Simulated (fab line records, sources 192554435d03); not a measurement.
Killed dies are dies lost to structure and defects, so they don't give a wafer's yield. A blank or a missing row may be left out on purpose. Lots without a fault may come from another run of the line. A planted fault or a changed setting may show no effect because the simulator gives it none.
Chamber matching | flow n5_finfet | N5_BEOL_M8_PECVD_70 on pecvd-03: 3 sister chambers
The step deposits SiO2 from TEOS/O2, target thk 20 nm, time 22.7 s. 3 wafers are shown with their chamber, then 7 later ones without.

WAFERS WITH THEIR CHAMBER
wafer  | chamber | throttle_valve_pct (%)
L088.1 | 1       | 20.8
L091.1 | 0       | 22.1
L091.3 | 2       | 21.0

WAFERS WITHOUT THEIR CHAMBER
wafer  | throttle_valve_pct (%)
L091.6 | 21.0
L094.2 | 20.8
L094.3 | 21.1
L094.4 | 22.7
L097.2 | 22.3
L097.4 | 22.5
L097.5 | 21.0

WHICH CHAMBER EACH WENT THROUGH
wafer  | from the rows above     | in truth
L091.6 | can't be placed: 2 or 1 | 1
L094.2 | can't be placed: 1 or 2 | 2
L094.3 | can't be placed: 2 or 1 | 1
L094.4 | 0                       | 0
L097.2 | 0                       | 0
L097.4 | 0                       | 0
L097.5 | can't be placed: 2 or 1 | 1
Placed correctly: 3 of 7. Can't be placed from these rows: 4 (the true chamber is among the candidates in 4). Placed wrongly: 0.
How it was worked out, from the rows above alone: a wafer's distance from a chamber is the root of the sum, over the readings, of the square of ((its reading less the chamber's mean) divided by the reading's scatter). The wafer belongs to the nearest chamber; if the next one is less than 2 further off, it can't be placed. A chamber's mean is the mean of its shown wafers. The scatter: with one shown wafer a chamber, the root of the mean of the squares of how far each hidden wafer lies from its nearest shown one.
